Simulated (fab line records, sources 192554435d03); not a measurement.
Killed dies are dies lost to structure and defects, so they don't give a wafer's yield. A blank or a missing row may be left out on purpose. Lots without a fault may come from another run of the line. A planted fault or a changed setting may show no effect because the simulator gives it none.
One fault seen from 2 desks | flow n5_finfet | each desk has only its own numbers; what lay behind them comes last

THE TOOL OWNER'S DESK: cvd_co-02
The tool's own readings at N5_BEOL_M0_CO_CAP_123 (material Co, precursor CCTBA/H2, target thk 2 nm, time 102.1 s): means of the sampled wafers that have a number, for each lot that ran on this tool. A lot is out of limits, marked OUT, if its mean lies more than 4 standard deviations from the usual mean; the brackets give that distance.
Columns: A = heater_power_w at N5_BEOL_M0_CO_CAP_123, usual 258 W; B = run_length_s at N5_BEOL_M0_CO_CAP_123, usual 124.5 s
lot  | first seen here | A   | B
L296 | day 6 00:11     | 253 | 124.4
L304 | day 8 10:19     | 262 | 124.3
L305 | day 8 11:14     | 264 | 124.0
L307 | day 8 17:09     | 280 | 124.5
L315 | day 11 02:48    | 262 | 102.6 (-58) OUT
L318 | day 11 17:03    | 265 | 102.5 (-58) OUT
This desk's finding: out of limits on L315, L318; first on L315, day 11 02:48 (run_length_s at N5_BEOL_M0_CO_CAP_123). In limits: L296, L304, L305, L307.

THE METROLOGY DESK
What the gauges read, lot by lot, whatever tool the lot ran on: means of the sampled wafers that have a number. A lot is out of limits, marked OUT, if its mean lies more than 4 standard deviations from the usual mean; the brackets give that distance. Of its 10 readings 7 are shown: those that lie furthest out on some lot.
Columns: A = DIBL_N at N5_BEOL_M4_RC_MEAS_101, usual 35.7 mV/V; B = DIBL_P at N5_BEOL_M4_RC_MEAS_101, usual 35.7 mV/V; C = IOFF_N at N5_BEOL_M4_RC_MEAS_101, usual 0.155 nA/um; D = ION_N at N5_BEOL_M4_RC_MEAS_101, usual 675 uA/um; E = ION_P at N5_BEOL_M4_RC_MEAS_101, usual 462 uA/um; F = SS_N at N5_BEOL_M4_RC_MEAS_101, usual 71.3 mV/dec; G = VT_P at N5_BEOL_M4_RC_MEAS_101, usual -251 mV
lot  | first seen here | A    | B    | C     | D   | E   | F    | G
L296 | day 8 07:52     | 36.4 | 35.8 | 0.155 | 669 | 460 | 71.5 | -251
L298 | day 9 02:08     | 34.6 | 34.8 | 0.156 | 682 | 465 | 71.2 | -249
L300 | day 9 07:03     | 36.2 | 34.0 | 0.162 | 682 | 464 | 72.1 | -252
L305 | day 10 08:38    | 36.1 | 34.7 | 0.145 | 668 | 453 | 71.1 | -256
L304 | day 10 09:34    | 36.5 | 35.2 | 0.144 | 665 | 460 | 71.5 | -248
L307 | day 10 18:20    | 35.1 | 33.9 | 0.149 | 676 | 458 | 71.1 | -252
L309 | day 11 15:58    | 37.9 | 38.1 | 0.194 | 686 | 464 | 71.5 | -251
L315 | day 12 22:20    | 35.8 | 34.7 | 0.136 | 668 | 466 | 71.1 | -249
L318 | day 13 23:32    | 35.8 | 37.2 | 0.151 | 668 | 454 | 70.9 | -253
L319 | day 14 08:04    | 36.5 | 38.2 | 0.174 | 679 | 463 | 72.1 | -251
This desk's finding: nothing out of limits on any of the 10 lots.

PUT TOGETHER
The tool owner's desk could have raised an alarm at day 11 02:48, on L315, L318.
The metrology desk saw nothing out of limits.
The metrology desk has L315, L318 on record, within its limits.
Of the lots named, all ran N5_BEOL_M0_CO_CAP_123 on cvd_co-02.

WHAT THE SIMULATOR HAD PUT IN
Process parameter drift: cvd_co-02, from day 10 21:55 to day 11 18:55, at N5_BEOL_M0_CO_CAP_123. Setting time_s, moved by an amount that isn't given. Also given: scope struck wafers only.
Lots struck among those shown: L315, L318.
Hours from the fault's start to each desk's first reading out of limits: the tool owner's desk, 5.
